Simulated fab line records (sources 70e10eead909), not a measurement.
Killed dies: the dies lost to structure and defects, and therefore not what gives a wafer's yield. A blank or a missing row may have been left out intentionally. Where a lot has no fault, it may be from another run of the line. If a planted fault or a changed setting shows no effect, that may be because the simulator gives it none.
The tool behind it: which one? || flow nand_harc || 13 lots, 38 wafers sampled, at 5 steps of a route of 1302

## WHAT THE GAUGES SHOWED, per wafer
NHARC_A_SLIT_CD_MEAS_21.
{"lot": "L441", "measured": "day 20 19:40", "on": "cd_sem-02", "cd_nm (nm)": "290.8 290.2 289.9"}
{"lot": "L443", "measured": "day 20 23:08", "on": "cd_sem-02", "cd_nm (nm)": "289.2 289.3 289.1"}
{"lot": "L445", "measured": "day 21 22:45", "on": "cd_sem-03", "cd_nm (nm)": "289.9 290.2 289.6"}
{"lot": "L446", "measured": "day 22 00:51", "on": "cd_sem-03", "cd_nm (nm)": "289.9 290.7 290.2"}
{"lot": "L447", "measured": "day 22 17:21", "on": "cd_sem-03", "cd_nm (nm)": "289.3 290.9 289.8"}
{"lot": "L451", "measured": "day 24 08:05", "on": "cd_sem-01", "cd_nm (nm)": "291.7 290.4"}
{"lot": "L454", "measured": "day 25 22:17", "on": "cd_sem-01", "cd_nm (nm)": "289.6 289.5 288.1"}
{"lot": "L458", "measured": "day 27 09:56", "on": "cd_sem-01", "cd_nm (nm)": "289.5 288.0 290.0"}
{"lot": "L459", "measured": "day 27 10:50", "on": "cd_sem-03", "cd_nm (nm)": "289.6 289.4 290.0"}
{"lot": "L461", "measured": "day 28 14:33", "on": "cd_sem-03", "cd_nm (nm)": "290.0 290.3 290.2"}
{"lot": "L462", "measured": "day 28 14:55", "on": "cd_sem-01", "cd_nm (nm)": "290.2 289.8 288.2"}
{"lot": "L460", "measured": "day 28 18:22", "on": "cd_sem-03", "cd_nm (nm)": "290.3 290.0 290.3"}
{"lot": "L463", "measured": "day 29 16:32", "on": "cd_sem-02", "cd_nm (nm)": "290.1 290.9 290.1"}

NHARC_END_SORT_01.
{"lot": "L441", "measured": "day 25 06:03", "on": "prober-01", "killed_at_array": "74 65 63", "killed_at_other": "0 1 0", "killed_at_periphery": "2 2 0", "killed_dies": "76 68 63", "killed_open": "4 1 1", "killed_short": "4 2 0"}
{"lot": "L443", "measured": "day 25 13:08", "on": "prober-01", "killed_at_array": "64 41 51", "killed_at_other": "3 0 1", "killed_at_periphery": "8 6 5", "killed_dies": "75 47 57", "killed_open": "2 6 2", "killed_short": "3 4 3"}
{"lot": "L445", "measured": "day 26 09:28", "on": "prober-01", "killed_at_array": "102 79 82", "killed_at_other": "1 2 4", "killed_at_periphery": "8 2 7", "killed_dies": "111 83 93", "killed_open": "4 2 5", "killed_short": "2 2 2"}
{"lot": "L446", "measured": "day 26 05:01", "on": "prober-02", "killed_at_array": "29 28 21", "killed_at_other": "2 1 1", "killed_at_periphery": "1 2 7", "killed_dies": "32 31 29", "killed_open": "1 4 9", "killed_short": "4 4 2"}
{"lot": "L447", "measured": "day 26 21:34", "on": "prober-02", "killed_at_array": "59 57 67", "killed_at_other": "0 0 0", "killed_at_periphery": "1 0 2", "killed_dies": "60 57 69", "killed_open": "3 0 4", "killed_short": "1 2 1"}
{"lot": "L451", "measured": "day 30 06:05", "on": "prober-01", "killed_at_array": "670 671", "killed_at_other": "0 2", "killed_at_periphery": "7 4", "killed_dies": "677 677", "killed_open": "1 0", "killed_short": "2 2"}
{"lot": "L454", "measured": "day 31 20:49", "on": "prober-01", "killed_at_array": "50 673 60", "killed_at_other": "0 1 2", "killed_at_periphery": "1 3 2", "killed_dies": "51 677 64", "killed_open": "3 4 3", "killed_short": "3 4 4"}
{"lot": "L458", "measured": "day 31 15:04", "on": "prober-02", "killed_at_array": "72 70 57", "killed_at_other": "1 0 0", "killed_at_periphery": "1 3 3", "killed_dies": "74 73 60", "killed_open": "4 4 3", "killed_short": "1 7 3"}
{"lot": "L459", "measured": "day 32 00:02", "on": "prober-01", "killed_at_array": "89 67 77", "killed_at_other": "0 3 2", "killed_at_periphery": "4 1 3", "killed_dies": "93 71 82", "killed_open": "5 1 5", "killed_short": "4 4 2"}
{"lot": "L461", "measured": "day 33 00:31", "on": "prober-01", "killed_at_array": "64 52 48", "killed_at_other": "2 0 3", "killed_at_periphery": "4 5 3", "killed_dies": "70 57 54", "killed_open": "4 4 4", "killed_short": "2 4 1"}
{"lot": "L462", "measured": "day 33 08:15", "on": "prober-02", "killed_at_array": "61 69 57", "killed_at_other": "1 0 1", "killed_at_periphery": "3 6 1", "killed_dies": "65 75 59", "killed_open": "3 4 4", "killed_short": "2 0 4"}
{"lot": "L460", "measured": "day 33 00:26", "on": "prober-02", "killed_at_array": "75 82 78", "killed_at_other": "4 1 3", "killed_at_periphery": "8 6 6", "killed_dies": "87 89 87", "killed_open": "1 4 2", "killed_short": "3 2 0"}
{"lot": "L463", "measured": "day 33 19:42", "on": "prober-02", "killed_at_array": "46 41 44", "killed_at_other": "0 2 2", "killed_at_periphery": "3 2 0", "killed_dies": "49 45 46", "killed_open": "2 3 2", "killed_short": "1 0 5"}

## TOOL THAT RAN EACH LOT (tool first, then ch and the chambers of the sampled wafers, then the start)
{"lot": "L441", "NHARC_A_SLIT_ETCH_26": "har_etch-01 ch 0,1, day 20 18:18", "NHARC_A_WL_FILL_CVD_03": "cvd_w-01 ch 0,1, day 21 03:22", "NHARC_A_WL_FILL_STRIP_27": "plasma_asher-01 ch 0,1, day 21 04:05"}
{"lot": "L443", "NHARC_A_SLIT_ETCH_26": "har_etch-02 ch 0,1, day 20 21:49", "NHARC_A_WL_FILL_CVD_03": "cvd_w-02 ch 0,1, day 21 06:49", "NHARC_A_WL_FILL_STRIP_27": "plasma_asher-02 ch 0,1, day 21 07:34"}
{"lot": "L445", "NHARC_A_SLIT_ETCH_26": "har_etch-01 ch 0,1, day 21 21:23", "NHARC_A_WL_FILL_CVD_03": "cvd_w-01 ch 0,1, day 22 06:28", "NHARC_A_WL_FILL_STRIP_27": "plasma_asher-01 ch 0,1, day 22 07:10"}
{"lot": "L446", "NHARC_A_SLIT_ETCH_26": "har_etch-02 ch 0,1, day 21 23:28", "NHARC_A_WL_FILL_CVD_03": "cvd_w-02 ch 0,1, day 22 08:28", "NHARC_A_WL_FILL_STRIP_27": "plasma_asher-02 ch 0,1, day 22 09:15"}
{"lot": "L447", "NHARC_A_SLIT_ETCH_26": "har_etch-02 ch 0,1, day 22 15:56", "NHARC_A_WL_FILL_CVD_03": "cvd_w-02 ch 0,1, day 23 01:02", "NHARC_A_WL_FILL_STRIP_27": "plasma_asher-01 ch 0,1, day 23 01:47"}
{"lot": "L451", "NHARC_A_SLIT_ETCH_26": "har_etch-01 ch 1, day 24 06:44", "NHARC_A_WL_FILL_CVD_03": "cvd_w-02 ch 0, day 24 16:44", "NHARC_A_WL_FILL_STRIP_27": "plasma_asher-01 ch 0,1, day 24 17:26"}
{"lot": "L454", "NHARC_A_SLIT_ETCH_26": "har_etch-01 ch 0,1, day 25 20:50", "NHARC_A_WL_FILL_CVD_03": "cvd_w-02 ch 0,1, day 26 05:59", "NHARC_A_WL_FILL_STRIP_27": "plasma_asher-01 ch 0,1, day 26 06:43"}
{"lot": "L458", "NHARC_A_SLIT_ETCH_26": "har_etch-01 ch 0, day 27 08:30", "NHARC_A_WL_FILL_CVD_03": "cvd_w-01 ch 1, day 27 17:35", "NHARC_A_WL_FILL_STRIP_27": "plasma_asher-01 ch 0, day 27 18:17"}
{"lot": "L459", "NHARC_A_SLIT_ETCH_26": "har_etch-02 ch 0,1, day 27 09:30", "NHARC_A_WL_FILL_CVD_03": "cvd_w-01 ch 0,1, day 27 18:00", "NHARC_A_WL_FILL_STRIP_27": "plasma_asher-02 ch 0,1, day 27 18:40"}
{"lot": "L461", "NHARC_A_SLIT_ETCH_26": "har_etch-01 ch 0,1, day 28 13:08", "NHARC_A_WL_FILL_CVD_03": "cvd_w-02 ch 0,1, day 28 22:08", "NHARC_A_WL_FILL_STRIP_27": "plasma_asher-01 ch 0,1, day 28 22:54"}
{"lot": "L462", "NHARC_A_SLIT_ETCH_26": "har_etch-02 ch 0,1, day 28 13:29", "NHARC_A_WL_FILL_CVD_03": "cvd_w-01 ch 0,1, day 28 22:08", "NHARC_A_WL_FILL_STRIP_27": "plasma_asher-02 ch 0,1, day 28 22:54"}
{"lot": "L460", "NHARC_A_SLIT_ETCH_26": "har_etch-01 ch 0,1, day 28 16:57", "NHARC_A_WL_FILL_CVD_03": "cvd_w-02 ch 0,1, day 29 02:31", "NHARC_A_WL_FILL_STRIP_27": "plasma_asher-01 ch 0,1, day 29 03:17"}
{"lot": "L463", "NHARC_A_SLIT_ETCH_26": "har_etch-01 ch 0,1, day 29 15:11", "NHARC_A_WL_FILL_CVD_03": "cvd_w-02 ch 0,1, day 30 00:20", "NHARC_A_WL_FILL_STRIP_27": "plasma_asher-02 ch 0,1, day 30 01:02"}
- NHARC_A_SLIT_ETCH_26: etches the open film in C4F8/O2/Ar, time 90 s, target depth 400 nm.
- NHARC_A_WL_FILL_CVD_03: deposits W, target thk 40 nm, time 279 s.
- NHARC_A_WL_FILL_STRIP_27: strips in N2/H2, time 20 s.

## WHAT THE TOOLS THEMSELVES READ (means of the sampled wafers that have a number; where no wafer has one, the mark that the record gives instead)
NHARC_A_SLIT_ETCH_26.
{"lot": "L441", "tool": "har_etch-01", "chamber_pressure_mTorr (mTorr)": 24.993, "drypump_motor_current_A (A)": 6.1, "showerhead_plenum_p_Torr (Torr)": 3.68, "throttle_valve_pct (%)": 27.619}
{"lot": "L443", "tool": "har_etch-02", "chamber_pressure_mTorr (mTorr)": 24.997, "drypump_motor_current_A (A)": 6.5, "showerhead_plenum_p_Torr (Torr)": 3.80, "throttle_valve_pct (%)": 27.626}
{"lot": "L445", "tool": "har_etch-01", "chamber_pressure_mTorr (mTorr)": 24.999, "drypump_motor_current_A (A)": 6.1, "showerhead_plenum_p_Torr (Torr)": 3.67, "throttle_valve_pct (%)": 27.619}
{"lot": "L446", "tool": "har_etch-02", "chamber_pressure_mTorr (mTorr)": 25.003, "drypump_motor_current_A (A)": 6.5, "showerhead_plenum_p_Torr (Torr)": 3.79, "throttle_valve_pct (%)": 27.617}
{"lot": "L447", "tool": "har_etch-02", "chamber_pressure_mTorr (mTorr)": 24.997, "drypump_motor_current_A (A)": 6.1, "showerhead_plenum_p_Torr (Torr)": 3.86, "throttle_valve_pct (%)": 27.622}
{"lot": "L451", "tool": "har_etch-01", "chamber_pressure_mTorr (mTorr)": 25.023, "drypump_motor_current_A (A)": 6.0, "showerhead_plenum_p_Torr (Torr)": 3.65, "throttle_valve_pct (%)": 27.605}
{"lot": "L454", "tool": "har_etch-01", "chamber_pressure_mTorr (mTorr)": 24.974, "drypump_motor_current_A (A)": 6.1, "showerhead_plenum_p_Torr (Torr)": 3.64, "throttle_valve_pct (%)": 27.613}
{"lot": "L458", "tool": "har_etch-01", "chamber_pressure_mTorr (mTorr)": 24.982, "drypump_motor_current_A (A)": 6.2, "showerhead_plenum_p_Torr (Torr)": 3.63, "throttle_valve_pct (%)": 27.624}
{"lot": "L459", "tool": "har_etch-02", "chamber_pressure_mTorr (mTorr)": 24.993, "drypump_motor_current_A (A)": 6.1, "showerhead_plenum_p_Torr (Torr)": 3.82, "throttle_valve_pct (%)": 27.621}
{"lot": "L461", "tool": "har_etch-01", "chamber_pressure_mTorr (mTorr)": 24.989, "drypump_motor_current_A (A)": 6.1, "showerhead_plenum_p_Torr (Torr)": 3.62, "throttle_valve_pct (%)": 27.622}
{"lot": "L462", "tool": "har_etch-02", "chamber_pressure_mTorr (mTorr)": 24.999, "drypump_motor_current_A (A)": 6.5, "showerhead_plenum_p_Torr (Torr)": 3.74, "throttle_valve_pct (%)": 27.618}
{"lot": "L460", "tool": "har_etch-01", "chamber_pressure_mTorr (mTorr)": 25.011, "drypump_motor_current_A (A)": 6.1, "showerhead_plenum_p_Torr (Torr)": 3.62, "throttle_valve_pct (%)": 27.616}
{"lot": "L463", "tool": "har_etch-01", "chamber_pressure_mTorr (mTorr)": 24.982, "drypump_motor_current_A (A)": 6.1, "showerhead_plenum_p_Torr (Torr)": 3.61, "throttle_valve_pct (%)": 27.623}

NHARC_A_WL_FILL_CVD_03.
{"lot": "L441", "tool": "cvd_w-01", "heater_power_w (W)": 471, "throttle_valve_pct (%)": 7.88}
{"lot": "L443", "tool": "cvd_w-02", "heater_power_w (W)": 447, "throttle_valve_pct (%)": 7.89}
{"lot": "L445", "tool": "cvd_w-01", "heater_power_w (W)": 484, "throttle_valve_pct (%)": 7.86}
{"lot": "L446", "tool": "cvd_w-02", "heater_power_w (W)": 443, "throttle_valve_pct (%)": 7.73}
{"lot": "L447", "tool": "cvd_w-02", "heater_power_w (W)": 446, "throttle_valve_pct (%)": 7.92}
{"lot": "L451", "tool": "cvd_w-02", "heater_power_w (W)": 425, "throttle_valve_pct (%)": 8.09}
{"lot": "L454", "tool": "cvd_w-02", "heater_power_w (W)": 442, "throttle_valve_pct (%)": 7.90}
{"lot": "L458", "tool": "cvd_w-01", "heater_power_w (W)": 424, "throttle_valve_pct (%)": 7.87}
{"lot": "L459", "tool": "cvd_w-01", "heater_power_w (W)": 473, "throttle_valve_pct (%)": 7.93}
{"lot": "L461", "tool": "cvd_w-02", "heater_power_w (W)": 463, "throttle_valve_pct (%)": 7.89}
{"lot": "L462", "tool": "cvd_w-01", "heater_power_w (W)": 448, "throttle_valve_pct (%)": 7.91}
{"lot": "L460", "tool": "cvd_w-02", "heater_power_w (W)": 459, "throttle_valve_pct (%)": 7.70}
{"lot": "L463", "tool": "cvd_w-02", "heater_power_w (W)": 461, "throttle_valve_pct (%)": 7.95}

NHARC_A_WL_FILL_STRIP_27.
{"lot": "L441", "tool": "plasma_asher-01", "drypump_motor_current_A (A)": 5.4, "heater_power_w (W)": 315}
{"lot": "L443", "tool": "plasma_asher-02", "drypump_motor_current_A (A)": 6.2, "heater_power_w (W)": 348}
{"lot": "L445", "tool": "plasma_asher-01", "drypump_motor_current_A (A)": 5.3, "heater_power_w (W)": 302}
{"lot": "L446", "tool": "plasma_asher-02", "drypump_motor_current_A (A)": 6.2, "heater_power_w (W)": 347}
{"lot": "L447", "tool": "plasma_asher-01", "drypump_motor_current_A (A)": 5.3, "heater_power_w (W)": 299}
{"lot": "L451", "tool": "plasma_asher-01", "drypump_motor_current_A (A)": 5.3, "heater_power_w (W)": 296}
{"lot": "L454", "tool": "plasma_asher-01", "drypump_motor_current_A (A)": 5.3, "heater_power_w (W)": 304}
{"lot": "L458", "tool": "plasma_asher-01", "drypump_motor_current_A (A)": 5.6, "heater_power_w (W)": 301}
{"lot": "L459", "tool": "plasma_asher-02", "drypump_motor_current_A (A)": 6.2, "heater_power_w (W)": 355}
{"lot": "L461", "tool": "plasma_asher-01", "drypump_motor_current_A (A)": 5.4, "heater_power_w (W)": 300}
{"lot": "L462", "tool": "plasma_asher-02", "drypump_motor_current_A (A)": 6.2, "heater_power_w (W)": 352}
{"lot": "L460", "tool": "plasma_asher-01", "drypump_motor_current_A (A)": 5.3, "heater_power_w (W)": 299}
{"lot": "L463", "tool": "plasma_asher-02", "drypump_motor_current_A (A)": 6.2, "heater_power_w (W)": 354}

## THE ANSWER, worked out from the rows above alone
Rule: usual is defined by the lots themselves. Put in order of their means at a reading, lots are off if they are a third of the lots or fewer, leave a main group of 4 or more, and stand apart from it by a gap of 3 or more times the standard deviation of the main group's means; of several such gaps the widest counts. Not used: any main group whose means are identical at the precision the tables above print for the reading. A lot without any number at a reading at which 4 lots or more have one is off too. The other lots that the step has rows for count as sound. First the gauges in route order, then the tools' own readings, where a lot's mean is used as printed above. The first step at which some lot is off is used, and at that step the reading that is off furthest; a lot without a number counts as furthest.
Off: L451, L454, at NHARC_END_SORT_01 (killed_at_array). The main group has a mean of 62 with a standard deviation of 17.
If a tool, at a process step before that reading, ran all the lots that are off and no sound lot after the first of them, it fits. The gauges at NHARC_END_SORT_01 are tried like those tools. No candidate that was tried fits.

## WHAT HAD BEEN PUT IN BY THE SIMULATOR
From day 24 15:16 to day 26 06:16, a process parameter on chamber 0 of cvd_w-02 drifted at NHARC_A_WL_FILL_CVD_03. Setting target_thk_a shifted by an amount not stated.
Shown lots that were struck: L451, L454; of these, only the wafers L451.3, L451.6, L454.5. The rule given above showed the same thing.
